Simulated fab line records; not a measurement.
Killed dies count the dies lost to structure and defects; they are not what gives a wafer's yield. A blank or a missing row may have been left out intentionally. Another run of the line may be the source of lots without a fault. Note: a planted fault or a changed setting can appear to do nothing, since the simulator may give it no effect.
Matching of chambers / flow n5 finfet / ald metal-01 running N5_BEOL_M7_ALD_77: 4 sister chambers
The step deposits TaN, target thk 2 nm, pulse time 2 s, purge time 3 s. 4 wafers are shown with their chamber, then 10 later ones without.

## WAFERS WITH THEIR CHAMBER
wafer=L091.3; chamber=2; heater power w (W)=391
wafer=L091.4; chamber=0; heater power w (W)=367
wafer=L092.2; chamber=1; heater power w (W)=424
wafer=L092.4; chamber=3; heater power w (W)=445

## WAFERS WITHOUT THEIR CHAMBER
wafer=L092.6; heater power w (W)=367
wafer=L096.2; heater power w (W)=394
wafer=L096.3; heater power w (W)=430
wafer=L096.4; heater power w (W)=363
wafer=L094.1; heater power w (W)=377
wafer=L094.4; heater power w (W)=428
wafer=L094.6; heater power w (W)=435
wafer=L097.1; heater power w (W)=448
wafer=L097.2; heater power w (W)=398
wafer=L097.6; heater power w (W)=454

## WHICH CHAMBER EACH ONE RAN IN
wafer=L092.6; from the rows above=0; in truth=0
wafer=L096.2; from the rows above=2; in truth=2
wafer=L096.3; from the rows above=can't be placed: 1 or 3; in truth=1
wafer=L096.4; from the rows above=0; in truth=0
wafer=L094.1; from the rows above=can't be placed: 0 or 2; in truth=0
wafer=L094.4; from the rows above=1; in truth=1
wafer=L094.6; from the rows above=can't be placed: 3 or 1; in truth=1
wafer=L097.1; from the rows above=3; in truth=3
wafer=L097.2; from the rows above=2; in truth=2
wafer=L097.6; from the rows above=3; in truth=3
Correct placement for 7 of the 10. These rows do not allow placing 3 (true chamber among the candidates in 3). Number placed wrongly: 0.
How it was worked out, from the rows above alone: a wafer's distance from a chamber is the root of the sum, over the readings, of the square of ((its reading less the chamber's mean) divided by the reading's scatter). If the next closest chamber is less than 2 further off than the closest, the wafer can't be placed; otherwise it belongs to the closest. Each chamber's mean is taken over the wafers shown for it. The scatter: with one shown wafer a chamber, the root of the mean of the squares of how far each hidden wafer lies from its nearest shown one.
